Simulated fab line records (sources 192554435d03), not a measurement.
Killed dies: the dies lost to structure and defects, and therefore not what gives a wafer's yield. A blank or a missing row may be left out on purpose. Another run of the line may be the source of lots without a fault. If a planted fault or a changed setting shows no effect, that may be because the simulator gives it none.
fab line records	flow n5-finfet
record: lots: 4	wafers: 12	last-day: 15
route steps=1938 shown BEOL_M10@1527 BEOL_M11@1536 PASSIVATION@1936
lots that met no fault: from a run of the same line without faults
start-h: the number of hours between the record's first day and the start of the first shown wafer of the lot	wait-h: hours from the lot's prior step to this one	" same as the row above	L1.1+2: one row covering several wafers at once	- either no value or no given start	* or withheld: withheld	< > ~ a bound
route shown NAME@n: NAME is a module with steps in the file, n the number in the route of the first one	usual: the fault-free wafers' mean and standard deviation	same: alike in all rows	chamber/n: place in a boat	sites: each site's reading	_std_site: standard deviation across them	_edge_site: mean of outer sites minus mean of inner sites	radius-mm: for every site, how far away it sits from the centre of the wafer	mask NAME#n: copy n	behind: the last tool/chamber to shape the wafer	hold: the reason the lot was held/the length of the hold in hours/how it ended	device: which transistor (n, p or np) failed to switch	end of line: tests run on the same wafers once the route is complete	a step given without rows: its recipe and nothing more	killed: the dies lost at the first sort to structure and to defects; this is not the yield of the wafer	map: dies across one wafer; x = killed, . = not, _ = none there
set.NAME: the setting as run; set.NAME@STEP: as run at that earlier step	model.NAME: the simulator's own value behind a step, which no gauge read
lots seen at some steps along the route; tables by step, rows by wafer
services: the hour from which a tool's chamber was out of use, counted from the record's first day as start-h (under 0 if before that day), plus the number of hours and why
== steps ==
step: N5_BEOL_M10_SPUTTER_48
recipe: material: Cu	target-thk-a: 120	temp-c: -20	bias-v: 60	power-w: 26000	chamber-pressure-pa: 0.13	time-s: 2
step: N5_BEOL_M10_ECD_50
recipe: material: Cu	target-thk-a: 3180
step: N5_BEOL_M10_ANNEAL_51
recipe: temp-c: 225	time-s: 90	ambient: N2
step: N5_BEOL_M10_CMP_52
recipe: stop-on: SiCOH_lowk	t-overpolish-s: 7	down-force-psi: 1	platen-rpm: 50	clearing-platen-down-force-psi: 1.5	clearing-platen-rpm: 50	post-cmp-clean: cu-alkaline	target-thk-nm: 140	clearing-platen-pad-velocity-m-s: 0.99484	pad-velocity-m-s: 0.99484
step: N5_BEOL_M10_PRE_CLEAN_55
recipe: gas: NH3	time-s: 15	temp-c: withheld	rf-power-w: 300
step: N5_BEOL_M10_DEP_56
recipe: material: SiCN	target-thk-a: 150	temp-c: withheld	precursor: 3MS/NH3	pressure-torr: 3	rf-w: 202	time-s: 26.5
step: N5_BEOL_M11_ILD_DEP_00
recipe: material: SiCOH_lowk	target-thk-a: 3085.1	temp-c: 300	precursor: DEMS/porogen	pressure-torr: 5	rf-w: 500	time-s: 58
step: N5_BEOL_M11_CURE_71
recipe: temp-c: 385	time-s: 240	ambient: He/Ar	material: SiCOH_lowk
step: N5_BEOL_M11_PECVD_70
recipe: material: SiO2	target-thk-a: 200	temp-c: 400	precursor: TEOS/O2	pressure-torr: 5.5	rf-w: 450	teos-flow-sccm: 53.8	gas: O2	flow-sccm: 3000	time-s: 22.7
usual: heater-power-w: 710/76	showerhead-plenum-p-Torr: 8.79/0.047	throttle-valve-pct: 22.6/1.2
lot.wafer	tool	chamber	start-h	wait-h	heater-power-w	showerhead-plenum-p-Torr	throttle-valve-pct	model.SiO2_of_BEOL_M11_PECVD_70.thk-nm
L373.4	pecvd-04	1	263.45	0.1	789	8.80	24.2	20.2
L373.5	"	2	"	"	711	8.84	22.2	20.8
L373.6	"	0	"	"	660	8.77	21.6	20.4
L378.1	pecvd-01	0	300.69	0.0	782	8.78	21.6	20
L378.2	"	2	"	"	750	8.87	21.8	19.8
L378.4	"	0	"	"	756	8.76	21.9	20.2
L381.1	pecvd-04	0	304.88	0.0	793	8.78	21.8	20
L381.2	"	1	"	"	815	8.80	24.6	25.8
L381.5	"	2	"	"	667	8.85	22.9	20.2
L383.1	pecvd-04	2	314.16	0.0	615	8.85	22.5	20
L383.3	"	1	"	"	790	8.81	24.5	25.8
L383.5	"	0	"	"	729	8.78	22.0	20.4
step: N5_BEOL_M11_HM_DEP_02
recipe: material: TiN	target-thk-a: 200	temp-c: 25	chamber-pressure-pa: 0.49996
step: N5_BEOL_M11_COAT_59
recipe: resist: SOC	temp-c: 250	time-s: 60	spin-rpm: 1500	resist-thk-nm: 100
step: N5_BEOL_M11_COAT_60
recipe: resist: SiARC	temp-c: 220	time-s: 60	spin-rpm: 1500	resist-thk-nm: 30
step: N5_BEOL_M11_COAT_05
recipe: resist: CAR-ArF	spin-rpm: 1500	resist-thk-nm: 90
step: N5_BEOL_M11_EBR_07
recipe: solvent: PGMEA	ebr-width-mm: 1.5
step: N5_BEOL_M11_SOFTBAKE_06
recipe: temp-c: 110	time-s: 60	resist: CAR-ArF
step: N5_BEOL_M11_EXPOSE_08
recipe: mask-id: M11	na: 1.35	source-shape: dipole	sigma-inner: 0.411	sigma-outer: 0.611	polarization: te	dose-mj: 53.75
step: N5_BEOL_M11_PEB_09
recipe: peb-temp-c: withheld	peb-time-s: 60	resist: CAR-ArF
step: N5_BEOL_M11_DEVELOP_10
recipe: develop-time-s: 30	developer: TMAH	resist: CAR-ArF	rinse-liquid: diw	dry: air-spin	dev-temp-c: 23
step: N5_BEOL_M11_DESCUM_16
recipe: chemistry: O2	time-s: 7.9	source-power-w: 50	bias-power-w: 20	pressure-mtorr: 20	rf-frequency-hz: 2.712e+07	temp-c: 40	resist: CAR-ArF	o2-flow-sccm: 225
step: N5_BEOL_M11_ETCH_61
recipe: chemistry: CF4	target: SiARC	target-depth-a: 390	mask-material: CAR-ArF	time-s: 65	ion-energy-ev: 80	pressure-mtorr: 40	source-w: 545	bias-w: 36	Ar_flow_sccm: 100	cf4-flow-sccm: 100	ends: cleared
step: N5_BEOL_M11_ETCH_62
recipe: chemistry: N2/H2	target: SOC	target-depth-a: 1100	overetch-a: 220	mask-material: SiARC	temp-c: 40	time-s: 165	ion-energy-ev: 200	pressure-mtorr: 30	source-w: 840	bias-w: 150	n2-flow-sccm: 200	h2-flow-sccm: 200
step: N5_BEOL_M11_STRIP_68
recipe: chemistry: N2/H2	temp-c: 40	n2-flow-sccm: 200	h2-flow-sccm: 200	rf-frequency-hz: 6e+07
step: N5_BEOL_M11_STRIP_67
recipe: chemistry: CF4	resist: SiARC	power-w: 300	bias-power-w: 75	pressure-mtorr: 50	cf4-flow-sccm: 150	rf-frequency-hz: 6e+07
step: N5_BEOL_M11_HM_OPEN_17
recipe: chemistry: Cl2/BCl3	target-depth-a: 200	overetch-a: 60	target: TiN	mask-material: SOC	ion-energy-ev: 150	pressure-mtorr: 10	icp-w: 1000	bias-w: 126	Cl2_flow_sccm: 53.25	bcl3-flow-sccm: 21.75	Ar_flow_sccm: 25
step: N5_BEOL_M11_STRIP_19
recipe: chemistry: O2	power-w: 400	temp-c: 40	pressure-mtorr: 30	rf-frequency-hz: 6e+07	bias-power-w: 0	overash-fraction: 0.2	o2-flow-sccm: 225
step: N5_BEOL_M11_COAT_63
recipe: resist: SOC	temp-c: 250	time-s: 60	spin-rpm: 1500	resist-thk-nm: 100
step: N5_BEOL_M11_COAT_64
recipe: resist: SiARC	temp-c: 220	time-s: 60	spin-rpm: 1500	resist-thk-nm: 30
step: N5_BEOL_M11_COAT_22
recipe: resist: CAR-ArF	spin-rpm: 1500	resist-thk-nm: 90
step: N5_BEOL_M11_EBR_24
recipe: solvent: PGMEA	ebr-width-mm: 1.5
step: N5_BEOL_M11_SOFTBAKE_23
recipe: temp-c: 110	time-s: 60	resist: CAR-ArF
step: N5_BEOL_M11_EXPOSE_25
recipe: mask-id: V10	na: 1.35	source-shape: annular	sigma-inner: 0.5	sigma-outer: 0.8	polarization: unpolarized	dose-mj: 85.5
step: N5_BEOL_M11_PEB_26
recipe: peb-temp-c: withheld	peb-time-s: 60	resist: CAR-ArF
step: N5_BEOL_M11_DEVELOP_27
recipe: develop-time-s: 30	developer: TMAH	resist: CAR-ArF	rinse-liquid: diw	dry: air-spin	dev-temp-c: 23
step: N5_BEOL_M11_HM_STRIP_39
recipe: chemistry: peroxide-tin-strip	material: TiN	target-depth-a: 250	temp-c: 50	time-s: 158
lot.wafer	tool	chamber	start-h	wait-h	model.SiO2_of_BEOL_M11_PECVD_70.thk-nm
L373.4	wet-bench-01	7	266.99	0.0	20
L373.5	"	2	"	"	20.6
L373.6	"	1	"	"	20.2
L378.1	wet-bench-06	1	306.46	0.0	19.8
L378.2	"	5	"	"	19.6
L378.4	"	6	"	"	20
L381.1	wet-bench-04	7	309.69	0.0	19.8
L381.2	"	6	"	"	25.6
L381.5	"	5	"	"	20
L383.1	wet-bench-04	6	318.65	0.0	19.8
L383.3	"	4	"	"	25.6
L383.5	"	1	"	"	20.2
step: N5_BEOL_M11_CMP_52
recipe: stop-on: SiCOH_lowk	t-overpolish-s: 7	down-force-psi: 1	platen-rpm: 50	clearing-platen-down-force-psi: 1.5	clearing-platen-rpm: 50	post-cmp-clean: cu-alkaline	target-thk-nm: 140	clearing-platen-pad-velocity-m-s: 0.99484	pad-velocity-m-s: 0.99484
usual: barrier-field-endpoint-s: 28.7/0.91	motor-current-A: 5.7/0.64
lot.wafer	tool	chamber	start-h	wait-h	barrier-field-endpoint-s	motor-current-A
L373.4	cmp-03	1	269.87	0.1	30.7	5.3
L373.5	"	1	"	"	32.3	5.6
L373.6	"	2	"	"	30.1	5.6
L378.2	cmp-01	2	309.84	0.2	28.5	5.9
L378.1	"	3	"	"	27.6	4.6
L378.4	"	1	"	"	27.4	4.9
L381.1	cmp-04	3	311.67	0.3	27.4	6.4
L381.2	"	0	"	"	36.1	6.3
L381.5	"	1	"	"	28.7	6.4
L383.3	cmp-01	2	322.58	0.3	35.7	6.0
L383.1	"	3	"	"	28.4	4.7
L383.5	"	3	"	"	29.1	4.7
step: N5_PASSIVATION_PROBE_49
usual: defect-limited-yield: 91.1/1.4	killed_at_M0_to_M3: 34/9.7	killed_at_M4_up: 13/5.1	killed-at-contacts: 14/6.3	killed-at-front-end: 40/11	killed-at-other: 3.5/2.7	killed-dies: 105/16	killed-open: 70/12	killed-short: 34/7.8	sort_bin_5_function: 5.2/0.88	sort_bin_6_memory: 3.3/0.7	sort-n-pass: 1074/17	sort-yield-pct: 91.0/1.5
same: gross-dies: 1180	killed-at-back-side: 0	sort_bin_4_leakage[%]: 0	sort_bin_8_speed[%]: 0
lot.wafer	tool	chamber	start-h	wait-h	defect-limited-yield[%]	killed_at_M0_to_M3	killed_at_M4_up	killed-at-contacts	killed-at-front-end	killed-at-other	killed-dies	killed-open	killed-short	sort_bin_5_function[%]	sort_bin_6_memory[%]	sort-n-pass	sort-yield-pct[%]
L373.4	prober-01	-	307.80	0.2	91.5	26	16	25	31	2	100	69	30	5.0	3.1	1080	91.5
L373.5	prober-01	-	307.85	0.2	91.8	24	14	15	40	4	97	62	32	5.1	3.0	1083	91.8
L373.6	prober-01	-	307.90	0.3	92.4	17	18	13	39	3	90	62	27	3.6	3.7	1090	92.4
killed by level:class
L373.4 MOL_CONTACT_COAG:geometric-particle:open=19 FIN_SAQP:geometric-particle:open=13 BEOL_M4:geometric-particle:open=11 BEOL_M0_SAQP:geometric-particle:open=7 MOL_CONTACT_COAG:geometric-particle:short=6 FIN_SAQP:geometric-particle:short=4 BEOL_M0_SAQP:geometric-particle:short=4 BEOL_M3:geometric-particle:open=4
L373.5 MOL_CONTACT_COAG:geometric-particle:open=10 STI_FIN_REVEAL:geometric-particle:open=9 BEOL_M4:geometric-particle:open=9 BEOL_M2:geometric-particle:open=8 STARTING-WAFER:geometric-particle:open=6 FIN_SAQP:geometric-particle:short=5 GATE_CUT:geometric-particle:short=5 MOL_CONTACT_COAG:geometric-particle:short=5
L373.6 MOL_CONTACT_COAG:geometric-particle:open=13 BEOL_M4:geometric-particle:open=12 FIN_SAQP:geometric-particle:open=9 FIN_SAQP:geometric-particle:short=8 GATE_CUT:geometric-particle:short=6 BEOL_M0_SAQP:geometric-particle:short=6 BEOL_M3:geometric-particle:open=6 STI_FIN_REVEAL:geometric-particle:open=5
== services ==
tool	chamber	start-h	hours	kind
wet-bench-01	-	240.48	1.9	pm
pecvd-01	1	254.45	48.9	repair
pecvd-01	2	264.95	6.6	repair
cmp-01	-	283.72	1.5	repair
cmp-03	-	306.40	12.4	repair
cmp-01	-	307.11	0.3	repair
cmp-04	-	319.06	4.5	pm
== key ==
first-sign: step: N5_BEOL_M11_CMP_52	reading: barrier-field-endpoint-s	direction: up	sigmas: 7.9	usual: 28.7	struck: 35.9
effect none on later readings
model-effect: step: N5_BEOL_M11_PECVD_70	value: SiO2_of_BEOL_M11_PECVD_70.thk-nm	without: 19.6	struck: 25.8
model-effect: step: N5_BEOL_M11_HM_STRIP_39	value: SiO2_of_BEOL_M11_PECVD_70.thk-nm	without: 19.4	struck: 25.6
met-at N5_BEOL_M11_PECVD_70
struck-wafers L381.2,L383.3
onset-between 263.45 304.88
fault: kind: process-parameter-drift	tool: pecvd-04	chamber: 1	onset-h: 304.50	steps: N5_BEOL_M11_PECVD_70	channel: time-s	offset: *	shape: step	end-h: 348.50	acts-in: *	stated: *
